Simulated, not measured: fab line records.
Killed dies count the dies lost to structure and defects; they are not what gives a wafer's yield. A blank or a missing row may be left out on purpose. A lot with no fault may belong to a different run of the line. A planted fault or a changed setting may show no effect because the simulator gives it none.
fab line records	flow nand_harc
record lots=24	wafers=72	last_day=24
route steps=1159 shown P_BONDPAD@369 A_SOURCE_PLATE@420 A_ONON_D1@429 A_CHANNEL_HOLE_D1@451
lots that met no fault: taken from a fault-free run of the same line
start_h: hours from the record's first day to the start of the lot's first wafer shown	wait_h: hours elapsed since this lot's preceding step	" the same as in the row above	L1.1+2: a single row standing in for several wafers	- no value, or no start was given	* or withheld: withheld	< > ~ a bound
route shown NAME@n: a module of which the file shows steps, and the number in the route of the first	usual: mean and standard deviation over wafers with no fault	same: alike in all rows	chamber/n: place in a boat	sites: each site's reading	_std_site: the values' standard deviation	_edge_site: the outer-site mean with the inner-site mean subtracted	radius_mm: for every site, how far away it sits from the centre of the wafer	mask NAME#n: copy n	behind: tool/chamber where the wafer was last shaped	hold: the reason the lot was held/the length of the hold in hours/how it ended	device: the n, p or np transistor that did not switch	end of line: the same wafers' tests at the end of the route	a step without rows: its recipe alone	killed: not the wafer's yield, but the dies lost to structure and defects at the first sort	map: a wafer's dies, marking killed ones x, the rest . and places with no die _
set.NAME: setting as actually run; set.NAME@STEP: the setting as run at that earlier step	model.NAME: the simulator's own value behind a step, which no gauge read
steps of the route over a sample of lots; a table a step, a row a wafer
services: the hour from which a tool's chamber was out of use, counted from the record's first day as start_h (under 0 if before that day), plus the number of hours and why
## steps
# step NHARC_P_BONDPAD_ETCH_12
# recipe target_depth_a=2000	time_s=100	chf3_flow_sccm=50	o2_flow_sccm=10	ar_flow_sccm=200	rf_w=500	bias_w=200	chemistry=CHF3/O2
# usual drypump_motor_current_A=5.8/0.65	oes_product_au=0.943/0.022	rf_vpp_V=371.0/2.4	showerhead_plenum_p_Torr=2.43/0.11	throttle_valve_pct=20.573/0.0086
lot.wafer	tool	chamber	start_h	wait_h	drypump_motor_current_A	oes_product_au	rf_hours_counter_h	rf_vpp_V	showerhead_plenum_p_Torr	throttle_valve_pct
L074.2	rie_diel-05	3	-	-	6.5	0.946	48	368.0	2.26	20.573
L074.1	"	2	"	"	6.1	0.923	49	370.1	2.31	20.584
L074.5	"	3	"	"	6.5	0.932	-	368.2	2.26	20.577
L075.2	rie_diel-02	0	-	-	5.0	0.937	16	368.2	2.28	20.580
L075.3	"	3	"	"	6.6	0.914	15	372.5	2.47	20.554
L075.5	"	1	"	"	5.2	0.923	-	373.6	2.50	20.563
L076.2	rie_diel-02	0	-	-	5.0	0.990	16	368.2	2.28	20.574
L076.4	"	1	"	"	5.3	0.969	18	373.0	2.50	20.563
L076.5	"	0	"	"	5.0	0.985	-	366.1	2.28	20.562
L077.4	rie_diel-02	3	-	-	6.6	0.920	16	371.1	2.47	20.568
L077.3	"	0	"	"	5.0	0.926	16	367.7	2.28	20.559
L077.6	"	2	"	"	6.2	0.925	-	374.2	2.54	20.571
L078.3	rie_diel-05	2	-	-	6.1	0.916	58	368.2	2.31	20.570
L078.2	"	3	"	"	6.5	0.931	57	368.0	2.26	20.587
L078.5	"	0	"	"	4.8	0.929	-	369.6	2.39	20.579
L079.3	rie_diel-02	3	-	-	6.6	0.957	0	372.1	2.47	20.581
L079.2	"	1	"	"	5.2	0.976	0	371.8	2.50	20.553
L079.6	"	0	"	"	5.0	0.972	-	369.2	2.28	20.591
L080.4	rie_diel-02	2	-	-	6.2	0.948	1	374.1	2.54	20.577
L080.2	"	3	"	"	6.6	0.940	1	372.3	2.47	20.563
L080.6	"	1	"	"	5.2	0.965	-	372.2	2.50	20.581
L081.2	rie_diel-02	0	-	-	5.0	0.940	1	368.5	2.28	20.570
L081.4	"	1	"	"	5.2	0.951	1	372.4	2.50	20.575
L081.1	"	3	"	"	6.7	0.939	1	372.0	2.47	20.593
L083.3	rie_diel-02	3	-	-	6.6	0.961	2	372.1	2.47	20.577
L083.1	"	0	"	"	5.0	0.962	2	367.9	2.28	20.574
L083.5	"	0	"	"	5.0	0.956	-	367.9	2.28	20.589
L084.2	rie_diel-02	3	-	-	6.6	0.962	2	372.1	2.47	20.563
L084.1	"	0	"	"	5.0	0.969	3	367.5	2.28	20.570
L084.6	"	0	"	"	5.0	0.966	-	367.3	2.28	20.582
L082.3	rie_diel-02	0	-	-	5.0	0.929	3	367.2	2.28	20.582
L082.1	"	1	"	"	5.3	0.929	3	372.6	2.50	20.580
L082.5	"	3	"	"	6.6	0.924	-	372.3	2.47	20.563
L085.1	rie_diel-02	1	-	-	5.3	0.918	4	372.9	2.50	20.569
L085.4	"	2	"	"	6.2	0.916	4	373.2	2.54	20.571
L085.5	"	0	"	"	5.0	0.938	-	367.3	2.28	20.559
L087.2	rie_diel-02	1	-	-	5.3	0.929	5	373.7	2.50	20.558
L087.4	"	3	"	"	6.6	0.922	6	370.9	2.46	20.559
L087.5	"	1	"	"	5.2	0.931	-	373.4	2.50	20.578
L086.1	rie_diel-02	2	-	-	6.2	0.961	6	373.0	2.54	20.590
L086.4	"	0	"	"	5.0	0.987	6	366.8	2.28	20.566
L086.6	"	2	"	"	6.2	0.950	-	374.5	2.54	20.568
L088.2	rie_diel-02	2	-	-	6.2	0.936	7	371.5	2.54	20.585
L088.3	"	0	"	"	5.0	0.935	7	367.5	2.27	20.576
L088.6	"	3	"	"	6.6	0.923	-	371.5	2.46	20.574
L089.1	rie_diel-02	1	-	-	5.2	0.943	6	372.8	2.50	20.569
L089.2	"	3	"	"	6.6	0.916	7	371.2	2.46	20.576
L089.5	"	1	"	"	5.2	0.935	-	373.2	2.50	20.574
L090.3	rie_diel-02	3	-	-	6.6	0.971	7	373.4	2.46	20.569
L090.1	"	0	"	"	5.0	0.993	7	368.1	2.27	20.573
L090.6	"	2	"	"	6.2	0.975	-	371.8	2.54	20.583
L091.4	rie_diel-11	1	-	-	5.7	0.928	14	375.4	2.57	20.566
L091.1	"	3	"	"	6.7	0.926	15	366.8	2.27	20.574
L091.6	"	0	"	"	5.8	0.917	-	370.2	2.29	20.560
L092.1	rie_diel-02	2	-	-	6.2	0.953	7	373.7	2.54	20.569
L092.3	"	3	"	"	6.6	0.950	8	372.0	2.46	20.562
L092.4	"	1	"	"	5.2	0.961	7	372.3	2.50	20.570
L093.1	rie_diel-11	1	-	-	5.7	0.929	15	372.6	2.57	20.571
L093.2	"	0	"	"	5.8	0.920	17	368.2	2.29	20.579
L093.6	"	2	"	"	6.1	0.905	-	374.6	2.59	20.573
L094.1	rie_diel-02	0	-	-	5.0	0.930	10	366.7	2.27	20.572
L094.4	"	1	"	"	5.2	0.933	9	373.9	2.50	20.583
L094.6	"	2	"	"	6.2	0.924	-	373.4	2.54	20.568
L095.1	rie_diel-05	3	-	-	6.5	0.988	33	367.4	2.24	20.568
L095.3	"	0	"	"	4.7	0.980	33	369.1	2.38	20.560
L095.6	"	2	"	"	6.1	0.956	-	369.0	2.30	20.571
L096.4	rie_diel-05	1	-	-	5.7	0.954	33	368.5	2.37	20.577
L096.2	"	3	"	"	6.5	0.993	34	366.2	2.24	20.587
L096.5	"	1	"	"	5.7	0.955	-	369.8	2.37	20.553
L097.2	rie_diel-11	1	-	-	5.7	0.930	25	373.9	2.57	20.591
L097.6	"	2	"	"	6.1	0.905	-	373.5	2.59	20.571
L097.4	"	1	"	"	5.7	0.923	-	374.2	2.57	20.569
# step NHARC_P_BONDPAD_PVD_27
# recipe target_thk_a=300	chamber_pressure_pa=5	power_w=5000	substrate_temp_c=30	time_s=20.49	material=Cu
# usual throttle_valve_pct=30.1/1.2
lot.wafer	tool	chamber	start_h	wait_h	throttle_valve_pct
L074.1	pvd_sputter-02	-	-	-	32.7
L074.2	"	-	"	"	31.6
L074.5	"	-	"	"	32.5
L075.2	pvd_sputter-01	-	-	-	31.0
L075.3	"	-	"	"	28.5
L075.5	"	-	"	"	30.6
L076.4	pvd_sputter-01	-	-	-	30.8
L076.2	"	-	"	"	28.4
L076.5	"	-	"	"	30.8
L077.4	pvd_sputter-01	-	-	-	31.1
L077.3	"	-	"	"	30.8
L077.6	"	-	"	"	31.0
L078.3	pvd_sputter-01	-	-	-	29.4
L078.2	"	-	"	"	31.2
L078.5	"	-	"	"	28.6
L079.2	pvd_sputter-02	-	-	-	32.5
L079.3	"	-	"	"	28.9
L079.6	"	-	"	"	29.5
L080.2	pvd_sputter-02	-	-	-	28.7
L080.4	"	-	"	"	29.6
L080.6	"	-	"	"	31.2
L081.4	pvd_sputter-02	-	-	-	28.9
L081.2	"	-	"	"	29.5
L081.1	"	-	"	"	32.5
L083.3	pvd_sputter-03	-	-	-	30.6
L083.1	"	-	"	"	28.1
L083.5	"	-	"	"	30.2
L084.2	pvd_sputter-02	-	-	-	28.9
L084.1	"	-	"	"	29.4
L084.6	"	-	"	"	31.5
L082.3	pvd_sputter-03	-	-	-	29.9
L082.1	"	-	"	"	30.1
L082.5	"	-	"	"	30.0
L085.4	pvd_sputter-03	-	-	-	28.3
L085.1	"	-	"	"	30.4
L085.5	"	-	"	"	29.9
L087.4	pvd_sputter-01	-	-	-	30.5
L087.2	"	-	"	"	30.5
L087.5	"	-	"	"	28.8
L086.1	pvd_sputter-03	-	-	-	30.2
L086.4	"	-	"	"	30.1
L086.6	"	-	"	"	30.0
L088.2	pvd_sputter-03	-	-	-	27.9
L088.3	"	-	"	"	29.9
L088.6	"	-	"	"	30.0
L089.1	pvd_sputter-02	-	-	-	28.6
L089.2	"	-	"	"	30.5
L089.5	"	-	"	"	31.4
L090.3	pvd_sputter-03	-	-	-	28.1
L090.1	"	-	"	"	30.1
L090.6	"	-	"	"	28.0
L091.1	pvd_sputter-02	-	-	-	31.2
L091.4	"	-	"	"	28.6
L091.6	"	-	"	"	31.7
L092.3	pvd_sputter-02	-	-	-	31.7
L092.1	"	-	"	"	28.8
L092.4	"	-	"	"	30.2
L093.2	pvd_sputter-02	-	-	-	28.5
L093.1	"	-	"	"	31.6
L093.6	"	-	"	"	30.3
L094.4	pvd_sputter-01	-	-	-	30.2
L094.1	"	-	"	"	30.4
L094.6	"	-	"	"	28.9
L095.3	pvd_sputter-02	-	-	-	31.6
L095.1	"	-	"	"	31.8
L095.6	"	-	"	"	31.5
L096.2	pvd_sputter-01	-	-	-	30.2
L096.4	"	-	"	"	30.6
L096.5	"	-	"	"	28.8
L097.4	pvd_sputter-02	-	-	-	30.2
L097.2	"	-	"	"	31.6
L097.6	"	-	"	"	30.3
# step NHARC_A_SOURCE_PLATE_THK_MEAS_06
# recipe thk_meas_gauge=ellipsometry
# usual thk_nm=200.1/1.9
lot.wafer	tool	chamber	start_h	wait_h	thk_nm
L074.1	film_metro-01	-	156.37	0.4	201.6
L074.2	"	-	"	"	201.8
L074.5	"	-	"	"	201.9
L075.2	film_metro-02	-	172.03	0.4	204.8
L075.3	"	-	"	"	202.0
L075.5	"	-	"	"	201.7
L077.3	film_metro-01	-	172.03	0.4	200.2
L077.4	"	-	"	"	201.1
L077.6	"	-	"	"	199.8
L076.2	film_metro-01	-	172.04	0.4	199.4
L076.4	"	-	"	"	196.1
L076.5	"	-	"	"	198.6
L078.2	film_metro-01	-	181.49	0.4	194.7
L078.3	"	-	"	"	198.3
L078.5	"	-	"	"	200.0
L079.2	film_metro-01	-	187.67	0.4	199.3
L079.3	"	-	"	"	198.3
L079.6	"	-	"	"	198.2
L081.1	film_metro-02	-	191.23	0.4	200.4
L081.2	"	-	"	"	201.8
L081.4	"	-	"	"	201.2
L080.2	film_metro-01	-	191.23	0.4	197.7
L080.4	"	-	"	"	200.1
L080.6	"	-	"	"	197.1
L084.1	film_metro-01	-	207.16	0.4	199.6
L084.2	"	-	"	"	197.3
L084.6	"	-	"	"	198.4
L082.1	film_metro-02	-	207.16	0.4	198.6
L082.3	"	-	"	"	196.2
L082.5	"	-	"	"	198.9
L083.1	film_metro-01	-	207.16	0.4	197.9
L083.3	"	-	"	"	198.0
L083.5	"	-	"	"	202.4
L085.1	film_metro-02	-	224.51	0.4	200.8
L085.4	"	-	"	"	199.8
L085.5	"	-	"	"	200.7
L086.1	film_metro-01	-	233.99	0.4	199.0
L086.4	"	-	"	"	198.4
L086.6	"	-	"	"	200.2
L087.2	film_metro-02	-	233.99	0.4	199.5
L087.4	"	-	"	"	200.3
L087.5	"	-	"	"	200.0
L088.2	film_metro-02	-	251.97	0.4	196.6
L088.3	"	-	"	"	197.9
L088.6	"	-	"	"	198.0
L090.1	film_metro-01	-	254.94	0.4	201.6
L090.3	"	-	"	"	203.7
L090.6	"	-	"	"	201.0
L091.1	film_metro-02	-	254.94	0.4	200.3
L091.4	"	-	"	"	204.3
L091.6	"	-	"	"	200.2
L089.1	film_metro-01	-	254.94	0.4	201.3
L089.2	"	-	"	"	199.7
L089.5	"	-	"	"	202.7
L093.1	film_metro-01	-	261.50	0.4	200.1
L093.2	"	-	"	"	199.6
L093.6	"	-	"	"	200.1
L092.1	film_metro-02	-	261.50	0.4	199.3
L092.3	"	-	"	"	201.1
L092.4	"	-	"	"	201.3
L096.2	film_metro-02	-	284.95	0.4	200.9
L096.4	"	-	"	"	202.9
L096.5	"	-	"	"	200.1
L095.1	film_metro-01	-	284.96	0.4	202.7
L095.3	"	-	"	"	203.4
L095.6	"	-	"	"	200.6
L094.1	film_metro-02	-	284.97	0.4	198.2
L094.4	"	-	"	"	198.5
L094.6	"	-	"	"	200.4
L097.2	film_metro-01	-	284.97	0.4	200.1
L097.4	"	-	"	"	201.5
L097.6	"	-	"	"	198.5
# step NHARC_A_ONON_D1_THK_MEAS_08
# recipe thk_meas_gauge=ellipsometry
# usual thk_nm=1003/10
lot.wafer	tool	chamber	start_h	wait_h	thk_nm
L074.1	film_metro-01	-	158.16	-	981
L074.2	"	-	"	"	983
L074.5	"	-	"	"	982
L075.2	film_metro-02	-	173.83	-	1011
L075.3	"	-	"	"	1013
L075.5	"	-	"	"	1013
L077.3	film_metro-01	-	173.84	-	1011
L077.4	"	-	"	"	1011
L077.6	"	-	"	"	1011
L076.2	film_metro-02	-	173.84	-	1011
L076.4	"	-	"	"	1012
L076.5	"	-	"	"	1010
L078.2	film_metro-02	-	183.53	-	1011
L078.3	"	-	"	"	1013
L078.5	"	-	"	"	1011
L079.2	film_metro-02	-	189.49	-	1000
L079.3	"	-	"	"	1000
L079.6	"	-	"	"	1000
L080.2	film_metro-01	-	193.00	-	1008
L080.4	"	-	"	"	1007
L080.6	"	-	"	"	1006
L081.1	film_metro-02	-	193.01	-	1026
L081.2	"	-	"	"	1027
L081.4	"	-	"	"	1026
L084.1	film_metro-02	-	208.93	-	1004
L084.2	"	-	"	"	1004
L084.6	"	-	"	"	1006
L082.1	film_metro-01	-	209.07	-	1009
L082.3	"	-	"	"	1006
L082.5	"	-	"	"	1008
L083.1	film_metro-01	-	209.28	-	1000
L083.3	"	-	"	"	1002
L083.5	"	-	"	"	1001
L085.1	film_metro-02	-	226.29	-	990
L085.4	"	-	"	"	991
L085.5	"	-	"	"	991
L087.2	film_metro-01	-	235.78	-	1005
L087.4	"	-	"	"	1006
L087.5	"	-	"	"	1005
L086.1	film_metro-02	-	235.80	-	996
L086.4	"	-	"	"	996
L086.6	"	-	"	"	993
L088.2	film_metro-01	-	253.75	-	1008
L088.3	"	-	"	"	1006
L088.6	"	-	"	"	1005
L090.1	film_metro-02	-	256.71	-	996
L090.3	"	-	"	"	996
L090.6	"	-	"	"	996
L091.1	film_metro-02	-	256.76	-	1015
L091.4	"	-	"	"	1015
L091.6	"	-	"	"	1014
L089.1	film_metro-01	-	256.76	-	997
L089.2	"	-	"	"	998
L089.5	"	-	"	"	997
L093.1	film_metro-01	-	263.32	-	994
L093.2	"	-	"	"	994
L093.6	"	-	"	"	993
L092.1	film_metro-01	-	263.33	-	1015
L092.3	"	-	"	"	1015
L092.4	"	-	"	"	1016
L094.1	film_metro-02	-	286.75	-	986
L094.4	"	-	"	"	985
L094.6	"	-	"	"	986
L096.2	film_metro-02	-	286.78	-	1007
L096.4	"	-	"	"	1006
L096.5	"	-	"	"	1007
L095.1	film_metro-02	-	286.85	-	1001
L095.3	"	-	"	"	1000
L095.6	"	-	"	"	1000
L097.2	film_metro-02	-	287.10	-	987
L097.4	"	-	"	"	987
L097.6	"	-	"	"	989
# step NHARC_A_CHANNEL_HOLE_D1_DEP_01
# recipe target_thk_a=1400	target_thk_nm=140	temp_c=400	pressure_torr=3.5	flow_sccm=200	rf_w=350	material=SiON
# usual heater_power_w=747/100	susceptor_temp_C=400.03/0.23
lot.wafer	tool	chamber	start_h	wait_h	heater_power_w	since_wet_clean_h	susceptor_temp_C
L074.1	pecvd-04	1	172.77	1.7	806	146	399.71
L074.2	"	2	"	"	701	146	400.14
L074.5	"	1	"	"	818	-	399.76
L077.3	pecvd-01	1	187.42	1.0	635	118	399.54
L077.6	"	1	"	"	633	-	400.04
L077.4	"	2	"	"	606	-	399.34
L075.3	pecvd-03	2	188.41	1.0	661	64	400.18
L075.2	"	0	"	"	837	64	399.73
L075.5	"	2	"	"	660	-	399.96
L076.2	pecvd-01	1	188.78	1.3	674	120	399.86
L076.5	"	2	"	"	558	-	399.96
L076.4	"	0	"	"	903	-	399.87
L078.3	pecvd-03	0	197.76	1.1	729	73	400.33
L078.2	"	1	"	"	763	73	400.03
L078.5	"	1	"	"	771	-	400.07
L079.3	pecvd-03	2	202.65	1.0	743	78	399.89
L079.2	"	0	"	"	871	78	400.17
L079.6	"	2	"	"	784	-	400.05
L080.2	pecvd-03	2	206.04	1.3	683	81	399.62
L080.4	"	2	"	"	699	-	399.95
L080.6	"	1	"	"	681	-	399.88
L081.2	pecvd-01	2	206.13	1.4	600	137	400.26
L081.1	"	0	"	"	882	137	400.08
L081.4	"	2	"	"	592	-	399.81
L082.1	pecvd-03	0	222.11	1.6	835	98	399.70
L082.3	"	1	"	"	741	98	399.99
L082.5	"	1	"	"	749	-	399.78
L083.1	pecvd-03	1	223.60	1.8	835	99	400.35
L083.3	"	2	"	"	719	99	399.92
L083.5	"	1	"	"	823	-	400.06
L084.2	pecvd-04	2	223.71	1.4	639	16	399.66
L084.1	"	0	"	"	680	16	400.00
L084.6	"	0	"	"	687	-	399.98
L085.1	pecvd-03	0	241.57	1.6	808	117	400.40
L085.4	"	0	"	"	835	-	400.06
L085.5	"	2	"	"	740	-	399.86
L087.2	pecvd-03	2	249.72	1.3	664	125	399.82
L087.4	"	0	"	"	827	-	399.94
L087.5	"	0	"	"	820	-	399.90
L086.1	pecvd-03	0	249.94	1.6	833	125	399.81
L086.4	"	0	"	"	857	-	400.39
L086.6	"	2	"	"	766	-	400.35
L090.1	pecvd-04	0	269.73	1.6	786	62	399.99
L090.3	"	0	"	"	811	-	399.90
L090.6	"	2	"	"	674	-	400.00
L088.2	pecvd-01	2	270.20	1.3	584	20	399.95
L088.3	"	0	"	"	935	20	399.94
L088.6	"	1	"	"	630	-	400.06
L091.1	pecvd-03	2	270.36	1.7	704	146	399.84
L091.6	"	1	"	"	829	-	399.73
L091.4	"	0	"	"	750	-	400.50
L089.2	pecvd-04	2	272.09	1.3	684	64	399.96
L089.1	"	0	"	"	758	64	400.43
L089.5	"	0	"	"	729	-	400.38
L092.1	pecvd-04	0	277.54	1.6	737	70	399.89
L092.4	"	0	"	"	741	-	399.69
L092.3	"	2	"	"	664	-	400.42
L093.2	pecvd-01	1	279.34	1.3	638	29	399.99
L093.1	"	0	"	"	938	29	400.09
L093.6	"	0	"	"	775	-	400.17
L096.2	pecvd-04	1	302.31	1.4	982	94	399.90
L096.4	"	2	"	"	706	-	400.24
L096.5	"	0	"	"	652	-	400.13
L094.1	pecvd-04	0	303.26	1.6	778	95	400.22
L094.4	"	0	"	"	790	-	399.84
L094.6	"	1	"	"	833	-	400.45
L097.2	pecvd-01	0	304.29	1.4	902	54	400.33
L097.4	"	0	"	"	950	-	400.17
L097.6	"	0	"	"	942	-	400.34
L095.1	pecvd-01	0	305.20	1.7	818	55	399.92
L095.3	"	0	"	"	832	-	400.57
L095.6	"	2	"	"	563	-	399.75
# step NHARC_A_CHANNEL_HOLE_D1_CD_MEAS_10
# recipe target_cd_nm=100	landing_energy_ev=500
# usual cd_nm=99.9/0.57
lot.wafer	tool	chamber	start_h	wait_h	cd_nm
L074.1	cd_sem-02	0	173.47	-	100.2
L074.2	"	0	"	"	99.6
L074.5	"	0	"	"	100.1
L077.3	cd_sem-02	0	188.15	-	99.9
L077.4	"	0	"	"	100.6
L077.6	"	0	"	"	101.1
L075.2	cd_sem-03	0	189.10	-	99.8
L075.3	"	0	"	"	100.2
L075.5	"	0	"	"	99.5
L076.2	cd_sem-03	0	189.50	-	99.9
L076.4	"	0	"	"	99.5
L076.5	"	0	"	"	100.3
L078.2	cd_sem-01	0	198.49	-	99.6
L078.3	"	0	"	"	99.2
L078.5	"	0	"	"	99.5
L079.2	cd_sem-02	0	203.22	-	100.8
L079.3	"	0	"	"	99.2
L079.6	"	0	"	"	98.5
L080.2	cd_sem-03	0	206.64	-	99.7
L080.4	"	0	"	"	99.7
L080.6	"	0	"	"	99.4
L081.1	cd_sem-01	0	206.83	-	100.4
L081.2	"	0	"	"	100.3
L081.4	"	0	"	"	100.9
L082.1	cd_sem-01	0	222.85	-	100.1
L082.3	"	0	"	"	99.9
L082.5	"	0	"	"	100.1
L083.1	cd_sem-03	0	224.17	-	98.7
L083.3	"	0	"	"	100.0
L083.5	"	0	"	"	100.4
L084.1	cd_sem-02	0	224.43	-	100.1
L084.2	"	0	"	"	99.4
L084.6	"	0	"	"	100.8
L085.1	cd_sem-02	0	242.37	-	99.8
L085.4	"	0	"	"	100.0
L085.5	"	0	"	"	99.8
L087.2	cd_sem-01	0	250.48	-	99.6
L087.4	"	0	"	"	99.3
L087.5	"	0	"	"	99.7
L086.1	cd_sem-03	0	250.74	-	100.1
L086.4	"	0	"	"	100.1
L086.6	"	0	"	"	100.9
L090.1	cd_sem-03	0	270.54	-	99.4
L090.3	"	0	"	"	100.0
L090.6	"	0	"	"	100.0
L088.2	cd_sem-01	0	270.90	-	100.2
L088.3	"	0	"	"	99.8
L088.6	"	0	"	"	100.4
L091.1	cd_sem-01	0	271.05	-	100.2
L091.4	"	0	"	"	100.1
L091.6	"	0	"	"	98.7
L089.1	cd_sem-03	0	272.91	-	99.8
L089.2	"	0	"	"	100.1
L089.5	"	0	"	"	99.8
L092.1	cd_sem-01	0	278.35	-	99.5
L092.3	"	0	"	"	100.2
L092.4	"	0	"	"	100.6
L093.1	cd_sem-03	0	280.06	-	99.4
L093.2	"	0	"	"	100.7
L093.6	"	0	"	"	99.0
L096.2	cd_sem-01	0	302.99	-	99.9
L096.4	"	0	"	"	100.9
L096.5	"	0	"	"	99.3
L094.1	cd_sem-02	0	303.83	-	99.5
L094.4	"	0	"	"	99.4
L094.6	"	0	"	"	100.3
L097.2	cd_sem-01	0	305.10	-	100.9
L097.4	"	0	"	"	100.3
L097.6	"	0	"	"	101.2
L095.1	cd_sem-02	0	305.84	-	100.8
L095.3	"	0	"	"	99.5
L095.6	"	0	"	"	99.8
## services
tool	chamber	start_h	hours	kind
pecvd-03	-	111.61	13.0	pm
pvd_sputter-02	-	143.62	3.0	repair
rie_diel-02	-	150.70	9.0	pm
pecvd-03	0	151.72	2.3	repair
pvd_sputter-03	-	160.72	0.7	repair
pvd_sputter-03	-	163.43	1.7	repair
pvd_sputter-01	-	167.55	5.1	repair
rie_diel-02	3	171.82	4.8	repair
rie_diel-02	2	179.85	2.3	repair
pecvd-04	-	195.00	13.0	pm
pecvd-01	-	204.38	0.6	repair
pvd_sputter-02	-	214.00	10.0	pm
pvd_sputter-03	-	234.53	9.4	repair
pecvd-03	-	236.09	0.7	repair
pecvd-01	-	237.05	13.0	pm
pecvd-03	1	238.70	23.4	repair
pecvd-04	2	246.76	4.9	repair
pecvd-04	1	251.20	27.9	repair
pvd_sputter-02	-	288.64	7.3	repair
rie_diel-02	3	290.00	5.7	repair
pecvd-01	-	290.37	2.0	repair
pecvd-03	-	292.90	13.0	pm
pecvd-01	1	297.26	19.5	repair
rie_diel-02	2	297.93	1.4	repair
## key
fault none
